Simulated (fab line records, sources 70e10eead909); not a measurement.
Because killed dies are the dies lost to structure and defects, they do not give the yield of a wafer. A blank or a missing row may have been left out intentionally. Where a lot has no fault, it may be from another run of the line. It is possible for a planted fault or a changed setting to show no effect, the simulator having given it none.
fab line records -- flow nand-harc
[record] lots = 12, wafers = 36, last-day = 33
route steps=1302 shown P_STI@83 P_GATE@148 END@1302
lots that met no fault: from a run of the same line without faults
start-h: hours from the record's first day to the start of the lot's first wafer shown -- wait-h: time in hours since the lot's previous step -- " as in the row above -- L1.1+2: several wafers, shown together as one row -- - no value, or no start given -- * or withheld: withheld -- < > ~ a bound
route shown NAME@n: NAME is a module with steps in the file, n the number in the route of the first one -- usual: the fault-free wafers' mean and standard deviation -- same: alike in all rows -- chamber/n: place in a boat -- sites: the reading at each site -- _std_site: their standard deviation -- _edge_site: mean of outer sites minus mean of inner sites -- radius-mm: for every site, how far away it sits from the centre of the wafer -- mask NAME#n: copy n -- behind: tool/chamber where the wafer was last shaped -- hold: why the lot went on hold/how many hours it stayed there/how the hold came to an end -- device: names the non-switching transistor (n, p or np) -- end of line: the route-end tests of the same wafers -- where a step has no rows: the recipe by itself -- killed: the dies lost at the first sort to structure and to defects; this is not the yield of the wafer -- map: shows each die of a wafer: x if killed, . if not, _ if none is there
set.NAME: the run value of the setting; set.NAME@STEP: its run value at that earlier step -- model.NAME: the simulator's own value behind a step, which no gauge read
a sample of lots followed through the steps of the route, with each step as a table and each wafer as a row
services: the hour from which a tool's chamber was out of use, counted from the record's first day as start-h (under 0 if before that day), plus the number of hours and why
[[steps]]
[step NHARC_P_STI_CD_MEAS_09]
[recipe] target-cd-nm = 200, landing-energy-ev = 500
[usual] cd-nm = 200.4/2.2
lot.wafer,tool,chamber,start-h,wait-h,cd-nm
L328.3,cd-sem-03,0,45.73,-,200.0
L328.4,cd-sem-03,0,45.73,-,198.2
L328.6,cd-sem-03,0,45.73,-,198.7
L329.3,cd-sem-02,0,53.35,-,202.0
L329.4,cd-sem-02,0,53.35,-,200.2
L329.5,cd-sem-02,0,53.35,-,200.4
L330.1,cd-sem-03,0,65.66,-,201.8
L330.2,cd-sem-03,0,65.66,-,199.4
L330.4,cd-sem-03,0,65.66,-,197.1
L332.1,cd-sem-02,0,84.71,-,198.1
L332.5,cd-sem-02,0,84.71,-,197.1
L332.6,cd-sem-02,0,84.71,-,196.8
L333.1,cd-sem-03,0,93.53,-,198.3
L333.2,cd-sem-03,0,93.53,-,201.8
L333.6,cd-sem-03,0,93.53,-,203.3
L334.1,cd-sem-02,0,102.71,-,201.7
L334.4,cd-sem-02,0,102.71,-,196.4
L334.5,cd-sem-02,0,102.71,-,197.8
L335.2,cd-sem-01,0,112.28,-,197.0
L335.3,cd-sem-01,0,112.28,-,196.5
L335.6,cd-sem-01,0,112.28,-,197.1
L343.1,cd-sem-01,0,192.51,-,199.8
L343.3,cd-sem-01,0,192.51,-,200.3
L343.6,cd-sem-01,0,192.51,-,199.7
L345.3,cd-sem-03,0,212.96,-,199.1
L345.5,cd-sem-03,0,212.96,-,201.1
L345.6,cd-sem-03,0,212.96,-,199.0
L348.2,cd-sem-02,0,247.61,-,197.7
L348.3,cd-sem-02,0,247.61,-,199.1
L348.6,cd-sem-02,0,247.61,-,196.9
L349.2,cd-sem-03,0,252.17,-,202.3
L349.3,cd-sem-03,0,252.17,-,201.9
L349.4,cd-sem-03,0,252.17,-,198.4
L351.1,cd-sem-03,0,273.23,-,202.8
L351.5,cd-sem-03,0,273.23,-,201.0
L351.6,cd-sem-03,0,273.23,-,203.9
[step NHARC_P_STI_DESCUM_14]
[recipe] time-s = 3, o2-flow-sccm = 200, ar-flow-sccm = 0, bias-power-w = 0, chemistry = O2
[usual] chamber-pressure-mTorr = 60.00/0.056, drypump-motor-current-A = 5.6/0.42, oes-product-au = 0.996/0.0071, rf-vpp-V = 57.7/0.87, showerhead-plenum-p-Torr = 1.90/0.054, throttle-valve-pct = 11.311/0.0085
[same] bias-power-w = 0
lot.wafer,tool,chamber,start-h,wait-h,chamber-pressure-mTorr,drypump-motor-current-A,oes-product-au,rf-hours-counter-h,rf-vpp-V,showerhead-plenum-p-Torr,throttle-valve-pct
L328.3,rie-diel-09,0,45.98,-,60.02,6.1,0.992,4,57.1,2.01,11.302
L328.4,rie-diel-09,3,45.98,-,60.00,5.7,0.994,3,57.6,1.89,11.302
L328.6,rie-diel-09,1,45.98,-,60.06,5.4,1.009,-,57.0,1.80,11.318
L329.3,rie-diel-06,0,53.60,-,59.96,4.8,0.988,8,58.7,1.90,11.307
L329.4,rie-diel-06,2,53.60,-,59.84,5.5,1.000,7,57.6,1.90,11.316
L329.5,rie-diel-06,0,53.60,-,59.92,4.8,0.986,-,57.4,1.90,11.310
L330.2,rie-diel-09,2,65.92,-,60.00,5.7,0.986,5,57.9,1.98,11.323
L330.1,rie-diel-09,3,65.92,-,60.04,5.7,0.986,4,57.8,1.89,11.315
L330.4,rie-diel-09,0,65.92,-,59.91,6.1,1.004,6,58.3,2.01,11.298
L332.1,rie-diel-13,1,84.99,-,59.99,5.1,1.006,6,57.9,1.86,11.314
L332.6,rie-diel-13,3,84.99,-,60.01,5.7,1.010,-,56.7,1.87,11.307
L332.5,rie-diel-13,0,84.99,-,60.03,6.3,1.002,-,57.6,1.87,11.311
L333.1,rie-diel-06,3,93.80,-,60.01,6.1,0.995,10,55.7,1.88,11.307
L333.2,rie-diel-06,0,93.80,-,59.94,4.8,0.989,11,58.8,1.90,11.312
L333.6,rie-diel-06,1,93.80,-,59.92,5.6,0.991,-,57.0,1.86,11.306
L334.1,rie-diel-06,2,102.97,-,60.17,5.5,1.000,9,56.9,1.90,11.308
L334.4,rie-diel-06,1,102.97,-,59.97,5.6,1.000,11,57.2,1.86,11.317
L334.5,rie-diel-06,3,102.97,-,59.91,6.1,0.991,-,56.4,1.88,11.325
L335.2,rie-diel-13,3,112.54,-,59.97,5.7,1.009,7,55.0,1.87,11.302
L335.3,rie-diel-13,0,112.54,-,59.99,6.3,1.018,7,57.7,1.86,11.304
L335.6,rie-diel-13,0,112.54,-,60.00,6.3,1.010,-,57.6,1.86,11.318
L343.1,rie-diel-06,3,192.78,-,60.07,6.1,0.985,5,58.5,1.88,11.305
L343.3,rie-diel-06,0,192.78,-,60.02,4.8,0.998,2,57.8,1.90,11.303
L343.6,rie-diel-06,2,192.78,-,60.05,5.5,0.993,-,58.2,1.90,11.317
L345.3,rie-diel-06,2,213.22,-,60.02,5.5,0.996,6,58.2,1.90,11.309
L345.5,rie-diel-06,1,213.22,-,59.92,5.6,0.996,-,58.1,1.86,11.318
L345.6,rie-diel-06,2,213.22,-,59.88,5.5,1.001,-,59.0,1.90,11.312
L348.2,rie-diel-09,1,247.87,-,59.99,5.4,0.990,4,57.6,1.79,11.341
L348.3,rie-diel-09,0,247.87,-,60.09,6.1,0.991,4,58.2,2.01,11.321
L348.6,rie-diel-09,1,247.87,-,60.00,5.4,0.997,-,57.3,1.79,11.311
L349.4,rie-diel-06,0,252.42,-,59.95,4.8,1.002,7,58.4,1.90,11.316
L349.2,rie-diel-06,1,252.42,-,60.06,5.6,1.000,9,57.7,1.86,11.308
L349.3,rie-diel-06,2,252.42,-,59.97,5.5,1.002,10,57.0,1.90,11.299
L351.1,rie-diel-06,3,273.49,-,59.99,6.1,1.005,13,57.5,1.88,11.312
L351.5,rie-diel-06,3,273.49,-,59.96,6.1,1.004,-,57.9,1.88,11.302
L351.6,rie-diel-06,0,273.49,-,59.94,4.8,0.997,-,57.2,1.90,11.314
[step NHARC_P_STI_ANNEAL_34]
[recipe] temp-c = 1000, time-s = 1800
[usual] run-length-s = 1828/7
lot.wafer,tool,chamber,start-h,wait-h,run-length-s
L328.3,furnace-08,0,61.77,6.1,1818
L328.4,furnace-08,0,61.77,6.1,1818
L328.6,furnace-08,0,61.77,6.1,1818
L329.3,furnace-06,0,69.07,5.6,1835
L329.4,furnace-06,0,69.07,5.6,1835
L329.5,furnace-06,0,69.07,5.6,1835
L330.1,furnace-06,0,80.80,5.8,1835
L330.2,furnace-06,0,80.80,5.8,1835
L330.4,furnace-06,0,80.80,5.8,1835
L332.1,furnace-01,0,98.88,4.3,1816
L332.5,furnace-01,0,98.88,4.3,1816
L332.6,furnace-01,0,98.88,4.3,1816
L333.1,furnace-01,0,107.31,3.9,1816
L333.2,furnace-01,0,107.31,3.9,1816
L333.6,furnace-01,0,107.31,3.9,1816
L334.1,furnace-01,0,117.80,5.3,1816
L334.4,furnace-01,0,117.80,5.3,1816
L334.5,furnace-01,0,117.80,5.3,1816
L335.2,furnace-06,0,130.39,6.2,1831
L335.3,furnace-06,0,130.39,6.2,1831
L335.6,furnace-06,0,130.39,6.2,1831
L343.1,furnace-06,0,208.35,5.6,1478
L343.3,furnace-06,0,208.35,5.6,1478
L343.6,furnace-06,0,208.35,5.6,1478
L345.3,furnace-06,0,233.06,6.0,1472
L345.5,furnace-06,0,233.06,6.0,1472
L345.6,furnace-06,0,233.06,6.0,1472
L348.2,furnace-01,0,260.91,3.5,1826
L348.3,furnace-01,0,260.91,3.5,1826
L348.6,furnace-01,0,260.91,3.5,1826
L349.2,furnace-08,0,266.45,3.7,1823
L349.3,furnace-08,0,266.45,3.7,1823
L349.4,furnace-08,0,266.45,3.7,1823
L351.1,furnace-06,0,287.72,4.2,1840
L351.5,furnace-06,0,287.72,4.2,1840
L351.6,furnace-06,0,287.72,4.2,1840
[step NHARC_P_GATE_ETCH_114]
[recipe] target-depth-a = 300, overetch-a = 30, time-s = 16.5, ion-energy-ev = 100, cf4-flow-sccm = 80, o2-flow-sccm = 20, ar-flow-sccm = 0, rf-w = 300, bias-w = 100, chemistry = CF4/O2
[usual] chamber-pressure-mTorr = 30.001/0.027, drypump-motor-current-A = 5.6/0.38, oes-product-au = 0.998/0.0075, rf-vpp-V = 198.2/1.5, showerhead-plenum-p-Torr = 1.35/0.06, throttle-valve-pct = 13.397/0.0083
lot.wafer,tool,chamber,start-h,wait-h,chamber-pressure-mTorr,drypump-motor-current-A,oes-product-au,rf-hours-counter-h,rf-vpp-V,showerhead-plenum-p-Torr,throttle-valve-pct
L328.4,rie-diel-07,0,-,-,30.017,5.2,1.023,7.3,197.2,1.35,13.391
L328.3,rie-diel-07,2,-,-,29.964,5.7,1.010,7.8,200.5,1.43,13.391
L328.6,rie-diel-07,0,-,-,30.001,5.2,1.006,-,198.2,1.35,13.408
L329.3,rie-diel-07,0,-,-,30.026,5.2,0.995,7.4,197.9,1.35,13.414
L329.4,rie-diel-07,1,-,-,30.030,5.4,1.004,7.3,199.7,1.41,13.398
L329.5,rie-diel-07,3,-,-,29.991,5.8,0.998,-,199.4,1.43,13.412
L330.2,rie-diel-12,3,-,-,30.035,5.9,1.000,0.7,197.9,1.37,13.401
L330.1,rie-diel-12,0,-,-,29.933,6.0,0.986,0.7,195.3,1.27,13.392
L330.4,rie-diel-12,1,-,-,29.973,5.2,1.006,1.2,197.5,1.27,13.414
L332.1,rie-diel-07,1,-,-,30.008,5.4,0.989,1.3,200.8,1.40,13.413
L332.6,rie-diel-07,1,-,-,29.926,5.4,0.993,-,198.7,1.40,13.404
L332.5,rie-diel-07,0,-,-,29.995,5.2,1.001,-,199.0,1.35,13.400
L333.2,rie-diel-03,0,-,-,30.066,5.0,1.003,2.1,199.9,1.36,13.401
L333.1,rie-diel-03,1,-,-,29.983,5.8,0.993,2.5,194.9,1.24,13.415
L333.6,rie-diel-03,1,-,-,29.963,5.8,0.995,-,195.4,1.24,13.399
L334.1,rie-diel-12,1,-,-,29.951,5.2,1.003,3.9,195.4,1.27,13.393
L334.4,rie-diel-12,2,-,-,30.009,5.5,0.990,4.6,199.1,1.41,13.387
L334.5,rie-diel-12,2,-,-,29.981,5.5,0.997,-,199.1,1.41,13.383
L335.3,rie-diel-03,1,-,-,30.016,5.7,0.985,2.7,195.0,1.24,13.398
L335.2,rie-diel-03,0,-,-,30.044,5.0,0.990,2.3,198.5,1.36,13.398
L335.6,rie-diel-03,2,-,-,29.982,5.3,0.997,-,200.5,1.39,13.392
L343.3,rie-diel-03,0,-,-,30.009,5.0,0.998,5.3,198.8,1.36,13.412
L343.1,rie-diel-03,2,-,-,30.059,5.3,1.003,7.8,200.7,1.39,13.391
L343.6,rie-diel-03,0,-,-,30.061,5.0,0.991,-,198.5,1.36,13.407
L345.3,rie-diel-03,3,-,-,30.004,6.3,0.996,8.6,198.5,1.36,13.393
L345.6,rie-diel-03,1,-,-,30.063,5.8,0.986,-,196.1,1.24,13.400
L345.5,rie-diel-03,2,-,-,29.981,5.3,0.999,-,197.8,1.39,13.405
L348.2,rie-diel-03,2,-,-,29.988,5.3,1.000,0.2,199.7,1.39,13.398
L348.3,rie-diel-03,3,-,-,30.007,6.3,1.006,0.2,197.3,1.36,13.396
L348.6,rie-diel-03,1,-,-,29.987,5.8,1.003,-,195.9,1.24,13.391
L349.4,rie-diel-12,2,-,-,29.971,5.5,0.994,2.0,198.8,1.41,13.408
L349.3,rie-diel-12,3,-,-,29.979,5.9,0.997,2.1,199.1,1.37,13.404
L349.2,rie-diel-12,1,-,-,30.017,5.2,0.991,1.5,196.1,1.27,13.381
L351.1,rie-diel-03,0,-,-,30.008,4.9,1.005,0.3,197.6,1.36,13.408
L351.6,rie-diel-03,2,-,-,30.044,5.3,0.998,-,199.0,1.39,13.387
L351.5,rie-diel-03,3,-,-,30.002,6.2,1.007,-,198.5,1.36,13.404
[step NHARC_END_SORT_01]
[recipe] temp-c = 25
[usual] killed-at-array = 53/18, killed-at-other = 0.9/1.3, killed-at-periphery = 4/3.1, killed-dies = 58/18, killed-open = 3.4/2, killed-short = 2.5/1.8
[same] gross-dies = 677
lot.wafer,tool,chamber,start-h,wait-h,killed-at-array,killed-at-other,killed-at-periphery,killed-dies,killed-open,killed-short
L345.3,prober-02,0,739.03,3.1,50,1,6,57,1,4
L345.5,prober-02,0,740.63,3.7,57,6,11,74,8,1
L345.6,prober-02,0,741.43,4.0,78,1,7,86,4,2
// killed by level:class
L345.3 A_SLIT:chamber-film-flake=29 A_CHANNEL_HOLE_D1:chamber-film-flake=15 P_M2:chamber-film-flake=4 P_CONTACT:geometric-particle:short=1 A_ONON_D1:geometric-particle:short=1 A_DECK1_JOINT:geometric-particle:open=1 A_STAIRCASE:geometric-particle:short=1 A_M1:geometric-particle:short=1
L345.5 A_SLIT:chamber-film-flake=28 A_CHANNEL_HOLE_D1:chamber-film-flake=15 THIN_TSV:chamber-film-flake=6 P_M0:geometric-particle:open=3 P_GATE:chamber-film-flake=3 A_STAIRCASE:chamber-film-flake=3 P_ZERO_WELL:chamber-film-flake=2 P_M2:chamber-film-flake=2
L345.6 A_CHANNEL_HOLE_D1:chamber-film-flake=32 A_SLIT:chamber-film-flake=32 P_ZERO_WELL:chamber-film-flake=4 A_CONTACT:chamber-film-flake=4 P_M2:chamber-film-flake=3 A_BLC:geometric-particle:open=2 A_WL_FILL:chamber-film-flake=2 A_CHANNEL_HOLE_D1:geometric-particle:short=1
[[services]]
tool,chamber,start-h,hours,kind
rie-diel-09,3,24.65,5.6,repair
rie-diel-12,2,35.10,4.1,repair
rie-diel-06,-,50.42,1.0,repair
rie-diel-09,-,50.77,1.2,repair
rie-diel-12,3,59.51,11.3,repair
furnace-01,-,67.33,4.7,repair
rie-diel-06,2,77.43,2.8,repair
rie-diel-07,-,79.67,1.5,repair
rie-diel-12,0,82.30,4.3,repair
rie-diel-12,-,91.45,9.0,pm
rie-diel-03,-,104.30,9.0,pm
rie-diel-06,2,104.59,32.6,repair
rie-diel-06,0,118.18,47.1,repair
rie-diel-06,1,121.51,16.6,repair
rie-diel-06,-,130.59,9.0,pm
rie-diel-03,2,159.24,7.9,repair
furnace-01,-,206.10,26.0,pm
rie-diel-03,3,224.14,8.0,repair
rie-diel-03,1,252.92,2.5,repair
rie-diel-03,-,281.30,9.0,pm
rie-diel-06,3,282.38,6.4,repair
furnace-06,-,282.39,2.3,repair
rie-diel-03,0,297.68,25.2,repair
rie-diel-06,-,307.59,9.0,pm
[[key]]
[first-sign] step = NHARC_P_STI_ANNEAL_34, reading = run-length-s, direction = down, sigmas = 50, usual = *, struck = *
effect none on later readings
met-at NHARC_P_STI_ANNEAL_34
struck-lots L343,L345
tester-left-out L343,L345
not-acting-at NHARC_P_STI_CD_MEAS_09,NHARC_P_STI_DESCUM_14,NHARC_P_GATE_ETCH_114
onset-between 130.39 208.35
[fault] kind = process-parameter-drift, tool = furnace-06, chamber = -, onset-h = 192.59, steps = NHARC_P_STI_ANNEAL_34, channel = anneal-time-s, offset = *, shape = step, end-h = 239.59, acts-in = *, stated = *
// tester-left-out: of these lots the tester's yield and bins aren't shown, on N5 and GAA mostly nor the transistor test; their killed dies are dies lost to structure and defects alone, not to doping, threshold or leakage, so they don't give the yield
